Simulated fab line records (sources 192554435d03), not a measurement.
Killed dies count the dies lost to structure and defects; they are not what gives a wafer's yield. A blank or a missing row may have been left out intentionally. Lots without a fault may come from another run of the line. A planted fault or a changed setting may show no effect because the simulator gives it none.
fab line records	flow n5_finfet
[record] lots = 6	wafers = 18	last_day = 17
route steps=1938 shown BEOL_M2@914 BEOL_M4@1111 PASSIVATION@1936
lots untouched by any fault: they come from a run of this same line in which no faults occurred
start_h: hours from the record's opening day to when the first of the lot's shown wafers began	wait_h: hours since the lot's step before	" the same as in the row above	L1.1+2: a single row standing in for several wafers	- no value, or no start was given	* or withheld: withheld	< > ~ a bound
route shown NAME@n: a module of which the file shows steps, and the number in the route of the first	usual: the fault-free wafers' mean and standard deviation	same: alike in all rows	chamber/n: place in a boat	sites: readings site by site	_std_site: their standard deviation	_edge_site: mean of outer sites minus mean of inner sites	radius_mm: how far each site lies from the wafer's centre	mask NAME#n: copy n	behind: the tool/chamber that last shaped the wafer	hold: cause of the lot's hold/its duration in hours/its outcome	device: which transistor (n, p or np) failed to switch	end of line: tests of these same wafers at the route's end	a step without rows: its recipe alone	killed: at the first sort, the dies lost to defects and structure; wafer yield is something else	map: a wafer's dies, x killed, . not, _ none there
set.NAME: setting as actually run; set.NAME@STEP: the setting as run at that earlier step	model.NAME: the simulator's own value behind a step, which no gauge read
lots at selected steps of the route; one table per step, one row per wafer
services: the hour from which a tool's chamber was out of use, counted from the record's first day as start_h (under 0 if before that day), plus the number of hours and why
[[steps]]
[step N5_BEOL_M2_SPUTTER_90]
[recipe] material = Cu	target_thk_a = 45	temp_c = -20	chamber_pressure_pa = 0.07	power_w = withheld	time_s = 8.29
[step N5_BEOL_M2_ANNEAL_91]
[recipe] temp_c = 400	time_s = 240	ambient = vacuum
[usual] heater_power_w = 808/67	susceptor_temp_C_max = 401.0/0.42
lot.wafer	tool	chamber	start_h	wait_h	heater_power_w	susceptor_temp_C_max
L128.1	pvd_sputter-03	-	153.86	0.0	831	401.5
L128.3	"	-	"	"	726	401.2
L128.4	"	-	"	"	835	401.2
L131.2	pvd_sputter-02	-	173.04	0.0	814	400.5
L131.3	"	-	"	"	863	401.1
L131.6	"	-	"	"	828	400.9
L134.3	pvd_sputter-01	-	192.02	0.0	960	400.9
L134.4	"	-	"	"	905	401.0
L134.5	"	-	"	"	961	401.2
L144.1	pvd_sputter-03	-	256.88	0.0	802	401.0
L144.4	"	-	"	"	738	401.1
L144.6	"	-	"	"	817	401.1
L148.1	pvd_sputter-03	-	271.58	0.0	806	400.8
L148.2	"	-	"	"	725	401.1
L148.4	"	-	"	"	772	401.0
L149.3	pvd_sputter-01	-	278.19	0.0	768	400.9
L149.4	"	-	"	"	887	400.8
L149.5	"	-	"	"	751	400.9
[step N5_BEOL_M2_SPUTTER_92]
[recipe] material = Cu	target_thk_a = 45	temp_c = -20	chamber_pressure_pa = 0.07	power_w = withheld	time_s = 8.29
[step N5_BEOL_M2_ANNEAL_93]
[recipe] temp_c = 400	time_s = 240	ambient = vacuum
[usual] heater_power_w = 808/68	susceptor_temp_C_max = 401.0/0.44
lot.wafer	tool	chamber	start_h	wait_h	heater_power_w	susceptor_temp_C_max
L128.1	pvd_sputter-03	-	154.08	0.0	810	401.0
L128.3	"	-	"	"	723	402.3
L128.4	"	-	"	"	829	400.6
L131.2	pvd_sputter-02	-	173.26	0.0	832	400.9
L131.3	"	-	"	"	861	400.5
L131.6	"	-	"	"	819	400.7
L134.3	pvd_sputter-01	-	192.24	0.0	950	400.9
L134.4	"	-	"	"	938	401.2
L134.5	"	-	"	"	952	401.1
L144.1	pvd_sputter-03	-	257.10	0.0	789	400.8
L144.4	"	-	"	"	710	401.9
L144.6	"	-	"	"	790	400.9
L148.1	pvd_sputter-03	-	271.80	0.0	798	401.1
L148.2	"	-	"	"	714	401.2
L148.4	"	-	"	"	795	400.4
L149.3	pvd_sputter-01	-	278.41	0.0	759	400.8
L149.4	"	-	"	"	895	401.3
L149.5	"	-	"	"	756	400.8
[step N5_BEOL_M2_SPUTTER_94]
[recipe] material = Cu	target_thk_a = 45	temp_c = -20	chamber_pressure_pa = 0.07	power_w = withheld	time_s = 8.29
[step N5_BEOL_M2_ANNEAL_95]
[recipe] temp_c = 400	time_s = 240	ambient = vacuum
[usual] heater_power_w = 809/67	susceptor_temp_C_max = 401.0/0.4
lot.wafer	tool	chamber	start_h	wait_h	heater_power_w	susceptor_temp_C_max
L128.1	pvd_sputter-03	-	154.30	0.0	797	401.4
L128.3	"	-	"	"	702	401.6
L128.4	"	-	"	"	837	401.2
L131.2	pvd_sputter-02	-	173.48	0.0	809	400.6
L131.3	"	-	"	"	865	401.1
L131.6	"	-	"	"	807	400.7
L134.3	pvd_sputter-01	-	192.46	0.0	944	400.5
L134.4	"	-	"	"	916	400.6
L134.5	"	-	"	"	980	401.2
L144.1	pvd_sputter-03	-	257.32	0.0	827	400.7
L144.4	"	-	"	"	709	401.6
L144.6	"	-	"	"	828	401.0
L148.1	pvd_sputter-03	-	272.02	0.0	804	401.5
L148.2	"	-	"	"	709	401.6
L148.4	"	-	"	"	772	401.3
L149.3	pvd_sputter-01	-	278.63	0.0	766	401.3
L149.4	"	-	"	"	904	400.9
L149.5	"	-	"	"	757	401.0
[step N5_BEOL_M2_SPUTTER_96]
[recipe] material = Cu	target_thk_a = 45	temp_c = -20	chamber_pressure_pa = 0.07	power_w = withheld	time_s = 8.29
[step N5_BEOL_M2_ECD_50]
[recipe] material = Cu	target_thk_a = 3000
[step N5_BEOL_M2_ANNEAL_51]
[recipe] temp_c = 225	time_s = 90	ambient = N2
[usual] wafer_temp_C_max = 225.9/0.33
lot.wafer	tool	chamber	start_h	wait_h	wafer_temp_C_max
L128.1	rtp_anneal-02	0	154.64	0.1	226.2
L128.3	"	0	"	"	226.2
L128.4	"	0	"	"	226.7
L131.2	rtp_anneal-01	0	173.86	0.1	225.8
L131.3	"	0	"	"	225.8
L131.6	"	0	"	"	225.9
L134.3	rtp_anneal-02	0	192.89	0.1	226.4
L134.4	"	0	"	"	226.0
L134.5	"	0	"	"	226.3
L144.1	rtp_anneal-01	0	257.77	0.2	225.7
L144.4	"	0	"	"	225.5
L144.6	"	0	"	"	225.7
L148.1	rtp_anneal-01	0	272.36	0.1	225.9
L148.2	"	0	"	"	225.6
L148.4	"	0	"	"	225.5
L149.3	rtp_anneal-02	0	279.09	0.2	225.9
L149.4	"	0	"	"	226.3
L149.5	"	0	"	"	226.0
[step N5_BEOL_M2_CMP_52]
[recipe] stop_on = SiOC	t_overpolish_s = 6.8	down_force_psi = 1	platen_rpm = 50	clearing_platen_down_force_psi = 1.5	clearing_platen_rpm = 50	post_cmp_clean = cu_alkaline	target_thk_nm = 40	clearing_platen_pad_velocity_m_s = 0.99484	pad_velocity_m_s = 0.99484
[step N5_BEOL_M2_THK_MEAS_53]
[recipe] thk_meas_gauge = xrf	reads = Cu_of_BEOL_M2_ECD_50
[usual] M2_THK = 40.0/1.8
lot.wafer	tool	chamber	start_h	wait_h	M2_THK[nm]
L128.1	film_metro-01	-	155.23	-	38.7
L128.3	"	-	"	"	39.0
L128.4	"	-	"	"	40.6
L131.2	film_metro-01	-	174.41	-	40.2
L131.3	"	-	"	"	40.1
L131.6	"	-	"	"	42.9
L134.3	film_metro-01	-	193.39	-	40.1
L134.4	"	-	"	"	38.7
L134.5	"	-	"	"	38.1
L144.1	film_metro-01	-	259.17	-	40.3
L144.4	"	-	"	"	41.8
L144.6	"	-	"	"	39.1
L148.1	film_metro-01	-	272.95	-	39.4
L148.2	"	-	"	"	38.9
L148.4	"	-	"	"	38.5
L149.3	film_metro-01	-	279.60	-	39.3
L149.4	"	-	"	"	40.5
L149.5	"	-	"	"	37.6
[step N5_BEOL_M2_PRE_CLEAN_60]
[recipe] gas = NH3/H2	time_s = 15	temp_c = *	rf_power_w = 300
[usual] heater_power_w = 77/10
lot.wafer	tool	chamber	start_h	wait_h	heater_power_w
L128.1	cvd_co-02	1	155.40	0.2	94
L128.3	"	0	"	"	76
L128.4	"	1	"	"	96
L131.2	cvd_co-02	1	174.52	0.1	93
L131.3	"	2	"	"	68
L131.6	"	1	"	"	95
L134.3	cvd_co-02	1	193.43	0.0	96
L134.4	"	0	"	"	75
L134.5	"	2	"	"	67
L144.1	cvd_co-01	2	259.44	0.3	65
L144.4	"	1	"	"	79
L144.6	"	0	"	"	76
L148.1	cvd_co-02	2	272.99	0.0	68
L148.2	"	0	"	"	74
L148.4	"	0	"	"	76
L149.3	cvd_co-01	0	279.64	0.0	78
L149.4	"	0	"	"	78
L149.5	"	2	"	"	62
[step N5_BEOL_M2_CO_CAP_55]
[recipe] material = Co	target_thk_a = 20	temp_c = 200	precursor = CCTBA/H2	pressure_torr = 30	time_s = 102.1
[usual] heater_power_w = 226/13	run_length_s = 125.0/0.56
lot.wafer	tool	chamber	start_h	wait_h	heater_power_w	run_length_s	model.Co_of_BEOL_M2_CO_CAP_55.thk_nm
L128.1	cvd_co-02	1	155.44	0.0	246	124.9	1.8
L128.3	"	0	"	"	227	125.7	2
L128.4	"	1	"	"	252	124.8	1.8
L131.2	cvd_co-02	1	174.56	0.0	249	125.1	1.8
L131.3	"	2	"	"	212	102.2	1.4
L131.6	"	1	"	"	241	125.6	2
L134.3	cvd_co-02	1	193.47	0.0	249	102.4	1.6
L134.4	"	0	"	"	227	125.7	2
L134.5	"	2	"	"	216	102.9	1.6
L144.1	cvd_co-01	2	259.48	0.0	206	123.9	2.2
L144.4	"	1	"	"	227	124.9	2.2
L144.6	"	0	"	"	227	124.8	2
L148.1	cvd_co-02	2	273.03	0.0	220	124.9	1.8
L148.2	"	0	"	"	226	126.3	2
L148.4	"	0	"	"	224	126.4	1.8
L149.3	cvd_co-01	0	279.68	0.0	227	125.2	2
L149.4	"	0	"	"	223	125.3	1.8
L149.5	"	2	"	"	209	124.3	1.8
[step N5_BEOL_M2_PRE_CLEAN_56]
[recipe] gas = NH3	time_s = 15	temp_c = withheld	rf_power_w = 300
[step N5_BEOL_M4_RC_MEAS_101]
[usual] DIBL_N = 36.8/2.2	DIBL_P = 37.1/2.8	IOFF_N = 0.17/0.04	IOFF_P = 0.22/0.049	ION_N = 672/16	ION_P = 460/9.2	SS_N = 71.6/0.69	SS_P = 73.5/0.78	VT_N = 249/3.6	VT_P = -250/3.9
lot.wafer	tool	chamber	start_h	wait_h	DIBL_N[mV/V]	DIBL_P[mV/V]	IOFF_N[nA/um]	IOFF_P[nA/um]	ION_N[uA/um]	ION_P[uA/um]	SS_N[mV/dec]	SS_P[mV/dec]	VT_N[mV]	VT_P[mV]
L128.1	prober-02	0	177.65	0.0	36.1	36.1	0.13	0.19	660	453	71.3	73.2	252	-253
L128.3	"	0	"	"	38.3	37.9	0.17	0.22	664	448	72.7	73.6	248	-253
L128.4	"	0	"	"	37.1	36.9	0.16	0.20	656	444	71.9	73.2	252	-253
L131.2	prober-02	0	196.76	0.2	34.7	34.7	0.13	0.22	652	454	70.3	72.3	254	-249
L131.3	"	0	"	"	34.8	34.4	0.13	0.19	671	466	71.0	73.3	253	-251
L131.6	"	0	"	"	34.3	33.0	0.13	0.17	672	461	70.5	72.7	252	-252
L134.3	prober-02	0	210.32	0.3	41.3	43.8	0.27	0.35	683	468	72.4	75.0	244	-243
L134.4	"	0	"	"	40.1	42.0	0.23	0.30	700	476	72.5	74.5	246	-247
L134.5	"	0	"	"	36.8	37.5	0.15	0.22	657	457	71.3	73.8	252	-248
L144.1	prober-02	0	280.02	0.0	34.5	33.2	0.15	0.18	669	458	70.5	72.3	248	-250
L144.4	"	0	"	"	36.3	36.4	0.15	0.21	665	458	71.5	73.6	250	-251
L144.6	"	0	"	"	34.2	33.5	0.12	0.18	659	459	71.7	73.2	253	-251
L148.1	prober-02	0	302.84	0.0	39.3	41.7	0.25	0.29	699	467	72.4	74.8	246	-249
L148.2	"	0	"	"	34.7	37.2	0.15	0.22	696	471	71.4	73.1	246	-250
L148.4	"	0	"	"	34.2	35.6	0.14	0.18	671	461	71.9	73.4	250	-253
L149.3	prober-01	0	304.84	0.3	39.7	39.9	0.25	0.32	691	462	73.0	73.6	243	-242
L149.4	"	0	"	"	38.9	40.4	0.23	0.34	683	474	72.8	74.3	245	-242
L149.5	"	0	"	"	38.4	39.0	0.21	0.29	677	463	71.9	73.4	246	-244
[step N5_PASSIVATION_PROBE_49]
[usual] defect_limited_yield = 91.1/1.5	killed_at_M0_to_M3 = 35/11	killed_at_M4_up = 13/5.7	killed_at_contacts = 12/5.7	killed_at_front_end = 40/11	killed_at_other = 4/4.4	killed_dies = 105/18	killed_open = 68/14	killed_short = 34/7.4	sort_bin_4_leakage = 0.00/0.011	sort_bin_5_function = 5.2/1	sort_bin_6_memory = 3.3/0.67	sort_bin_8_speed = 0.04/0.29	sort_n_pass = 1074/18	sort_yield_pct = 91.0/1.5
[same] gross_dies = 1180	killed_at_back_side = 0
lot.wafer	tool	chamber	start_h	wait_h	defect_limited_yield[%]	killed_at_M0_to_M3	killed_at_M4_up	killed_at_contacts	killed_at_front_end	killed_at_other	killed_dies	killed_open	killed_short	sort_bin_4_leakage[%]	sort_bin_5_function[%]	sort_bin_6_memory[%]	sort_bin_8_speed[%]	sort_n_pass	sort_yield_pct[%]
L128.1	prober-01	-	282.66	0.0	90.8	62	5	8	28	5	108	71	30	0	4.6	4.3	0	1072	90.8
L128.3	prober-01	-	282.76	0.1	90.7	36	11	10	46	7	110	59	39	0	5.7	2.8	0	1070	90.7
L128.4	prober-01	-	282.81	0.2	89.7	52	10	24	30	5	121	74	46	0	5.6	4.2	0	1059	89.7
// killed by level:class
L128.1 BEOL_M3:geometric_particle:open=16 BEOL_M2:geometric_particle:open=11 BEOL_M0_SAQP:geometric_particle:open=9 STI_FIN_REVEAL:geometric_particle:open=8 BEOL_M0_SAQP:geometric_particle:short=8 BEOL_M1:geometric_particle:open=8 MOL_CONTACT_COAG:geometric_particle:open=6 FIN_SAQP:geometric_particle:open=5
L128.3 FIN_SAQP:geometric_particle:open=10 MOL_CONTACT_COAG:geometric_particle:open=9 BEOL_M2:geometric_particle:open=6 BEOL_M0_SAQP:geometric_particle:short=6 BEOL_M0_SAQP:geometric_particle:open=6 BEOL_M3:geometric_particle:short=6 GATE_CUT:geometric_particle:short=5 FIN_SAQP:geometric_particle:short=4
L128.4 MOL_CONTACT_COAG:geometric_particle:open=20 BEOL_M2:geometric_particle:open=14 BEOL_M0_SAQP:geometric_particle:short=13 BEOL_M3:geometric_particle:open=10 FIN_SAQP:geometric_particle:short=6 BEOL_M1:geometric_particle:short=5 FIN_SAQP:geometric_particle:open=4 STI_FIN_REVEAL:geometric_particle:short=4
[[services]]
tool	chamber	start_h	hours	kind
pvd_sputter-01	-	144.28	0.7	repair
rtp_anneal-02	-	175.38	5.5	pm
pvd_sputter-02	-	177.09	4.0	repair
cvd_co-02	-	257.77	2.8	pm
[[key]]
[first_sign] step = N5_BEOL_M2_CO_CAP_55	reading = run_length_s	direction = down	sigmas = 40	usual = *	struck = *
effect none on later readings
[model_effect] step = N5_BEOL_M2_CO_CAP_55	value = Co_of_BEOL_M2_CO_CAP_55.thk_nm	without = 1.933	struck = 1.533
met_at N5_BEOL_M2_CO_CAP_55
struck_wafers L131.3,L134.3,L134.5
[baseline_loss] step = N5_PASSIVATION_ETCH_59	wafers = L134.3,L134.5
onset_between 155.44 174.56
[fault] kind = process_parameter_drift	tool = cvd_co-02	chamber = -	onset_h = 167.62	steps = N5_BEOL_M2_CO_CAP_55	channel = time_s	offset = *	shape = step	end_h = 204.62	scope = struck_wafers_only	acts_in = *	stated = *
// baseline_loss: these wafers lose ten dies or more at that step, a loss of the line's own and not of a fault; the sort's usual values leave them out
